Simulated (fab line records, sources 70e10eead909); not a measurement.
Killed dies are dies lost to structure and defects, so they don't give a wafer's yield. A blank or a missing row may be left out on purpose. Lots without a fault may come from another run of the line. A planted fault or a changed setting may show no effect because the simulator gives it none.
fab line records | flow nand_harc
record lots=6 wafers=16 last_day=24
route steps=1159 shown A_BLC@982 A_M0@994 END@1159
lots that met no fault: from a run of the same line without faults
start_h: hours from the record's first day to the start of the lot's first wafer shown | wait_h: hours since the lot's step before | " the same as in the row above | L1.1+2: a row that stands for several wafers | - no value, or no start given | * or withheld: withheld | < > ~ a bound
route shown NAME@n: a module of which the file shows steps, and the number in the route of the first | usual: mean/standard deviation of fault-free wafers | same: alike in all rows | chamber/n: place in a boat | sites: the reading at each site | _std_site: their standard deviation | _edge_site: outer sites' mean less inner sites' | radius_mm: how far each site lies from the wafer's centre | mask NAME#n: copy n | behind: the tool/chamber that last shaped the wafer | hold: why the lot was held/for how many hours/how that ended | device: the transistor (n, p or np) that didn't switch | end of line: the same wafers' tests at the end of the route | a step without rows: its recipe alone | killed: dies lost to structure and defects at the first sort, not the wafer's yield | map: a wafer's dies, x killed, . not, _ none there
set.NAME: the setting as run; set.NAME@STEP: as run at that earlier step | model.NAME: the simulator's own value behind a step, which no gauge read
lots at some steps of the route; a table a step, a row a wafer
services: from which hour (start_h, from the record's first day; less than 0 if before it) a tool's chamber was out of use, for how many hours, and why
## steps
# step NHARC_A_BLC_STRIP_29
# recipe cf4_flow_sccm=150 ar_flow_sccm=0 bias_w=0 chemistry=CF4
# usual drypump_motor_current_A=5.9/0.45 mfc_ar_sccm=0.009/0.013 oes_product_au=1.005/0.0079 rf_vpp_V=59.3/0.84 showerhead_plenum_p_Torr=1.75/0.058 throttle_valve_pct=13.284/0.0084
# columns lot.wafer tool chamber start_h wait_h drypump_motor_current_A mfc_ar_sccm oes_product_au rf_hours_counter_h rf_vpp_V showerhead_plenum_p_Torr throttle_valve_pct
L623.2 rie_diel-05 1 405.98 0.1 5.3 0.025 1.009 24 59.7 1.68 13.282
L623.3 " 2 " " 6.7 0.004 1.006 13 59.9 1.83 13.295
L623.4 " 3 " " 5.7 0 0.992 22 59.0 1.69 13.274
L626.1 rie_diel-02 2 428.66 0.1 5.6 0.017 1.015 10 59.2 1.83 13.266
L626.3 " 3 " " 6.6 0 1.000 11 58.3 1.71 13.281
L626.2 " 0 " " 5.8 0 1.001 9 59.3 1.69 13.271
L634.2 rie_diel-12 1 476.85 0.1 5.2 0.036 1.014 9 59.4 1.73 13.292
L634.1 " 3 " " 5.9 0 1.001 9 59.6 1.79 13.290
L634.4 " 0 " " 6.3 0 1.015 9 58.7 1.70 13.272
L635.4 rie_diel-12 1 496.36 0.1 5.1 0.036 1.015 10 58.3 1.73 13.276
L636.2 rie_diel-12 0 497.07 0.1 6.3 0 1.004 10 58.8 1.70 13.304
L636.4 " 1 " " 5.1 0.036 1.008 10 60.4 1.73 13.282
L636.5 " 1 " " 5.2 0.036 1.012 - 59.1 1.73 13.274
L641.4 rie_diel-12 0 521.52 0.1 6.3 0 1.017 13 59.5 1.70 13.305
L641.3 " 1 " " 5.1 0.036 1.016 14 59.4 1.73 13.291
L641.5 " 2 " " 6.1 0.020 1.004 - 60.4 1.85 13.275
# step NHARC_A_BLC_STRIP_21
# recipe o2_flow_sccm=500 ar_flow_sccm=0 bias_w=0 chemistry=O2
# usual drypump_motor_current_A=5.9/0.43 mfc_ar_sccm=0.009/0.013 oes_product_au=1.004/0.0085 rf_vpp_V=57.6/0.86 showerhead_plenum_p_Torr=3.49/0.12 throttle_valve_pct=17.038/0.0091
# columns lot.wafer tool chamber start_h wait_h drypump_motor_current_A mfc_ar_sccm oes_product_au rf_hours_counter_h rf_vpp_V showerhead_plenum_p_Torr throttle_valve_pct
L623.2 rie_diel-05 2 406.08 0.1 6.7 0.004 1.006 13 58.0 3.65 17.034
L623.4 " 3 " " 5.7 0 0.991 22 57.6 3.38 17.037
L623.3 " 1 " " 5.3 0.025 0.995 24 58.3 3.34 17.035
L626.2 rie_diel-02 1 428.78 0.1 5.9 0 0.989 8 57.7 3.41 17.021
L626.1 " 2 " " 5.6 0.017 1.009 10 57.1 3.65 17.042
L626.3 " 3 " " 6.6 0 0.999 11 57.2 3.41 17.055
L634.4 rie_diel-12 2 476.96 0.1 6.2 0.020 1.012 9 57.7 3.68 17.043
L634.2 " 0 " " 6.3 0 1.006 9 57.0 3.40 17.043
L634.1 " 1 " " 5.2 0.036 1.017 9 57.9 3.45 17.045
L635.4 rie_diel-12 3 496.43 0.1 5.9 0 0.994 10 57.9 3.56 17.025
L636.2 rie_diel-12 3 497.18 0.1 6.0 0 0.999 10 57.7 3.56 17.040
L636.4 " 2 " " 6.2 0.020 1.014 10 56.8 3.68 17.043
L636.5 " 3 " " 6.0 0 1.007 - 60.0 3.56 17.036
L641.3 rie_diel-12 1 521.61 0.1 5.2 0.036 0.996 14 56.4 3.45 17.034
L641.4 " 2 " " 6.2 0.020 0.996 14 58.0 3.68 17.050
L641.5 " 1 " " 5.1 0.036 0.998 - 57.4 3.45 17.043
# step NHARC_A_BLC_STRIP_22
# recipe time_s=600 temp_c=30 chemistry=post_etch_residue_remover
# step NHARC_A_BLC_DEGAS_30
# recipe temp_c=300 time_s=60
# step NHARC_A_BLC_PRE_CLEAN_31
# recipe time_s=15 bias_v=250 gas=Ar
# step NHARC_A_BLC_PVD_32
# recipe target_thk_a=50 chamber_pressure_pa=5 power_w=5000 substrate_temp_c=200 time_s=17.7 material=Ti
# usual throttle_valve_pct=30.2/0.7
# columns lot.wafer tool chamber start_h wait_h throttle_valve_pct
L623.3 pvd_sputter-03 - - - 30.4
L623.2 " - " " 29.8
L623.4 " - " " 28.4
L626.3 pvd_sputter-02 - - - 30.4
L626.1 " - " " 29.7
L626.2 " - " " 30.3
L634.1 pvd_sputter-01 - - - 30.2
L634.2 " - " " 30.8
L634.4 " - " " 30.4
L635.4 pvd_sputter-01 - - - 30.6
L636.2 pvd_sputter-02 - - - 30.5
L636.4 " - " " 29.6
L636.5 " - " " 30.4
L641.3 pvd_sputter-03 - - - 29.7
L641.4 " - " " 28.4
L641.5 " - " " 31.0
# step NHARC_A_BLC_ALD_23
# recipe target_thk_a=30 pulse_time_s=1 ald_cycles=150 temp_c=450 material=TiN
# usual heater_power_w=1129/110 precursor_pulse_height_rel=1.000/0.021
# same ald_cycles=150
# columns lot.wafer tool chamber start_h wait_h heater_power_w precursor_pulse_height_rel
L623.3 ald_metal-02 2 406.74 - 961 0.992
L623.4 " 0 " " 929 1.038
L623.2 " 1 " " 1103 0.976
L626.2 ald_metal-03 0 429.43 - 1364 1.005
L626.3 " 1 " " 1185 1.037
L626.1 " 3 " " 1156 1.044
L634.2 ald_metal-03 1 477.62 - 1149 0.989
L634.4 " 2 " " 1078 1.018
L634.1 " 0 " " 1385 0.973
L635.4 ald_metal-04 0 497.10 - 1119 0.965
L636.4 ald_metal-03 1 497.87 - 1164 1.002
L636.2 " 3 " " 1137 1.014
L636.5 " 1 " " 1131 0.986
L641.4 ald_metal-04 0 522.29 - 1132 0.971
L641.3 " 3 " " 1148 1.023
L641.5 " 1 " " 1087 1.010
# step NHARC_A_BLC_CVD_24
# recipe target_thk_a=1500 temp_c=300 pressure_torr=40 wf6_flow_sccm=40 h2_flow_sccm=1600 ar_flow_sccm=1560 time_s=434 material=W
# usual heater_power_w=453/38 mfc_ar_sccm=1560/4.3 throttle_valve_pct=8.04/0.25
# columns lot.wafer tool chamber start_h wait_h heater_power_w mfc_ar_sccm throttle_valve_pct
L623.2 cvd_w-01 0 - - 442 1562 8.28
L623.3 " 0 " " 448 1562 8.44
L623.4 " 1 " " 418 1558 8.10
L626.2 cvd_w-02 1 - - 510 1560 7.89
L626.1 " 0 " " 451 1565 8.21
L626.3 " 1 " " 524 1559 7.83
L634.1 cvd_w-02 1 - - 536 1553 7.87
L634.2 " 0 " " 447 1555 8.09
L634.4 " 1 " " 528 1555 7.70
L635.4 cvd_w-02 0 - - 441 1559 8.18
L636.2 cvd_w-01 0 - - 431 1563 8.49
L636.4 " 0 " " 437 1561 8.54
L636.5 " 1 " " 407 1564 7.47
L641.4 cvd_w-01 1 - - 421 1555 7.80
L641.3 " 0 " " 439 1562 8.19
L641.5 " 1 " " 418 1556 7.85
# step NHARC_A_BLC_CMP_25
# recipe t_overpolish_s=30 target_thk_nm=150
# step NHARC_A_BLC_SRD_27
# step NHARC_A_BLC_INSPECT_28
# usual raw_defect_count=438/130
# columns lot.wafer tool chamber start_h wait_h raw_defect_count
L623.2 defect_inspect-01 - 407.87 0.1 732
L623.3 " - " " 816
L623.4 " - " " 741
L626.1 defect_inspect-01 - 430.57 0.1 576
L626.2 " - " " 432
L626.3 " - " " 436
L634.1 defect_inspect-02 - 479.21 0.1 591
L634.2 " - " " 418
L634.4 " - " " 442
L635.4 defect_inspect-02 - 498.24 0.1 407
L636.2 defect_inspect-02 - 498.98 0.1 548
L636.4 " - " " 664
L636.5 " - " " 353
L641.3 defect_inspect-01 - 523.45 0.1 411
L641.4 " - " " 253
L641.5 " - " " 476
# step NHARC_A_M0_DEP_00
# recipe target_thk_a=1500 target_thk_nm=150 temp_c=withheld pressure_torr=5 flow_sccm=200 rf_w=600 material=SiOC
# usual rf_fwd_power_W=599.0/2
# columns lot.wafer tool chamber start_h wait_h rf_fwd_power_W
L623.2 pecvd-04 1 407.94 0.1 598.1
L623.3 " 2 " " 597.6
L623.4 " 2 " " 598.7
L626.2 pecvd-02 0 430.64 0.1 601.2
L626.1 " 1 " " 599.4
L626.3 " 2 " " 601.7
L634.1 pecvd-02 0 479.28 0.1 502.2
L634.2 " 2 " " 504.9
L634.4 " 2 " " 504.7
L635.4 pecvd-02 2 498.49 0.2 502.4
L636.2 pecvd-01 2 499.09 0.1 598.2
L636.5 " 1 " " 595.8
L636.4 " 2 " " 596.6
L641.3 pecvd-04 1 523.56 0.1 596.9
L641.5 " 0 " " 599.3
L641.4 " 2 " " 602.5
# step NHARC_A_M0_DEHYDRATE_01
# recipe temp_c=150 time_s=120
# step NHARC_END_SORT_01
# recipe temp_c=25
# usual defect_limited_yield=95.1/1.8 killed_at_array=29/11 killed_at_other=0.5/0.8 killed_at_periphery=3.5/2.8 killed_dies=33/12 killed_open=3.1/1.8 killed_short=1.8/1.4 sort_bin_2_pct=1.5/0.65 sort_bin_3_pct=0.24/0.21 sort_bin_4_pct=3.1/1.2 sort_n_pass=644/12 sort_rim_yield_pct=97.5/1.9 sort_yield_pct=95.1/1.8
# same gross_dies=677 sort_bin_5_pct[%]=0 sort_bin_6_pct[%]=0 sort_bin_7_pct[%]=0 sort_bin_8_pct[%]=0 sort_rim_n_gross=106.00
# columns lot.wafer tool chamber start_h wait_h defect_limited_yield[%] killed_at_array killed_at_other killed_at_periphery killed_dies killed_open killed_short sort_bin_2_pct[%] sort_bin_3_pct[%] sort_bin_4_pct[%] sort_n_pass sort_rim_yield_pct[%] sort_yield_pct[%]
L634.1 prober-01 0 521.78 2.5 97.2 15 0 4 19 1 2 1.0 0.15 1.6 658 99.1 97.2
L634.2 prober-01 0 522.58 2.8 95.3 28 0 4 32 4 1 2.2 0.15 2.4 645 96.2 95.3
L634.4 prober-01 0 524.18 3.4 97.2 14 0 5 19 2 1 0.7 0 2.1 658 99.1 97.2
# killed by level:class
L634.1 A_CONTACT:chamber_film_flake=5 A_CHANNEL_HOLE_D1:chamber_film_flake=4 P_BONDPAD:chamber_film_flake=3 A_STAIRCASE:chamber_film_flake=2 A_WL_FILL:geometric_particle:short=1 A_CONTACT:geometric_particle:short=1 A_M1:geometric_particle:open=1 P_GATE:chamber_film_flake=1
L634.2 A_CHANNEL_HOLE_D1:chamber_film_flake=8 A_STAIRCASE:chamber_film_flake=8 A_CONTACT:chamber_film_flake=6 A_CHANNEL_FILL_D1:chamber_film_flake=2 P_GATE:geometric_particle:open=1 P_M2:geometric_particle:open=1 A_ONON_D1:geometric_particle:open=1 A_CHANNEL_HOLE_D1:geometric_particle:open=1
L634.4 A_CHANNEL_HOLE_D1:chamber_film_flake=6 P_STI:chamber_film_flake=2 A_CHANNEL_FILL_D1:chamber_film_flake=2 A_STAIRCASE:chamber_film_flake=2 A_CONTACT:chamber_film_flake=2 P_M0:geometric_particle:open=1 P_M0:geometric_particle:short=1 A_WL_FILL:geometric_particle:open=1
## services
# columns tool chamber start_h hours kind
cvd_w-02 - 383.39 13.0 pm
pvd_sputter-02 - 392.00 10.0 pm
rie_diel-02 1 397.78 13.9 repair
rie_diel-12 3 398.60 5.4 repair
ald_metal-04 - 406.00 10.0 pm
rie_diel-02 0 413.59 10.8 repair
pecvd-01 - 418.33 13.0 pm
pvd_sputter-01 - 428.03 5.5 repair
pecvd-04 1 432.72 5.4 repair
pvd_sputter-03 - 458.09 10.0 pm
rie_diel-05 3 470.76 15.7 repair
rie_diel-02 1 473.96 2.9 repair
cvd_w-01 - 475.41 13.0 pm
ald_metal-03 2 481.79 8.7 repair
pecvd-02 - 493.03 0.6 repair
ald_metal-03 - 500.00 10.0 pm
rie_diel-02 - 505.30 9.0 pm
rie_diel-05 3 506.52 10.3 repair
rie_diel-05 2 507.79 8.8 repair
rie_diel-12 0 511.65 4.0 repair
pvd_sputter-01 - 514.00 10.0 pm
pecvd-02 - 515.00 13.0 pm
rie_diel-05 - 518.61 9.0 pm
rie_diel-02 - 519.22 0.8 repair
## key
first_sign step=NHARC_A_M0_DEP_00 reading=rf_fwd_power_W direction=down sigmas=47 usual=* struck=*
effect none on later readings
met_at NHARC_A_M0_DEP_00
struck_wafers L634.1,L634.2,L634.4,L635.4
sort_left_out L635.4
tester_left_out L635
onset_between 430.64 479.28
earlier_fault kind=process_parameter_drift tool=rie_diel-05 chamber=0 onset_h=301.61 steps=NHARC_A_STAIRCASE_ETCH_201 channel=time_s offset=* shape=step acts_in=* stated=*
fault kind=process_parameter_drift tool=pecvd-02 chamber=- onset_h=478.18 steps=NHARC_A_M0_DEP_00 channel=rf_w offset=* shape=step acts_in=* stated=*
# tester_left_out: of these lots the tester's yield and bins aren't shown, on N5 and GAA mostly nor the transistor test; their killed dies are dies lost to structure and defects alone, not to doping, threshold or leakage, so they don't give the yield
# sort_left_out: the simulated sort isn't trusted on such a fault, so these wafers' sort isn't shown, and their yield isn't known
